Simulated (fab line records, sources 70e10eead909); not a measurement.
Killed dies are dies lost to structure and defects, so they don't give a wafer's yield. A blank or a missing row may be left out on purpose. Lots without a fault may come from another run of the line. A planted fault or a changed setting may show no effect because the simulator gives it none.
Chamber matching | flow nand_harc | NHARC_A_M0_ETCH_34 on rie_diel-05: 4 sister chambers
The step etches the open film in N2/H2, target depth 40 nm, overetch 12 nm, time 43.94 s. 8 wafers are shown with their chamber, then 11 later ones without.

WAFERS WITH THEIR CHAMBER
wafer  | chamber | drypump_motor_current_A (A) | rf_vpp_V (V)
L083.5 | 1       | 5.6                         | 428.5
L084.4 | 1       | 5.7                         | 430.1
L087.2 | 2       | 5.8                         | 428.7
L087.6 | 0       | 5.5                         | 433.9
L086.2 | 3       | 6.5                         | 427.2
L086.5 | 3       | 6.4                         | 426.5
L086.6 | 0       | 5.5                         | 434.3
L090.1 | 2       | 5.8                         | 429.2

WAFERS WITHOUT THEIR CHAMBER
wafer  | drypump_motor_current_A (A) | rf_vpp_V (V)
L090.2 | 6.4                         | 426.1
L090.5 | 5.8                         | 426.5
L089.1 | 5.5                         | 434.3
L089.4 | 6.4                         | 426.2
L089.5 | 5.5                         | 434.2
L088.2 | 6.5                         | 427.4
L088.4 | 5.6                         | 429.3
L088.5 | 6.5                         | 425.5
L091.3 | 5.5                         | 434.2
L091.4 | 5.7                         | 429.1
L091.5 | 5.6                         | 428.4

WHICH CHAMBER EACH WENT THROUGH
wafer  | from the rows above     | in truth
L090.2 | 3                       | 3
L090.5 | can't be placed: 2 or 1 | 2
L089.1 | 0                       | 0
L089.4 | 3                       | 3
L089.5 | 0                       | 0
L088.2 | 3                       | 3
L088.4 | 1                       | 1
L088.5 | 3                       | 3
L091.3 | 0                       | 0
L091.4 | can't be placed: 1 or 2 | 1
L091.5 | 1                       | 1
Placed correctly: 9 of 11. Can't be placed from these rows: 2 (the true chamber is among the candidates in 2). Placed wrongly: 0.
How it was worked out, from the rows above alone: a wafer's distance from a chamber is the root of the sum, over the readings, of the square of ((its reading less the chamber's mean) divided by the reading's scatter). The wafer belongs to the nearest chamber; if the next one is less than 2 further off, it can't be placed. A chamber's mean is the mean of its shown wafers. The scatter: the root of (the sum of the squares of (reading less its chamber's mean) over the shown wafers, divided by (wafers less chambers)).
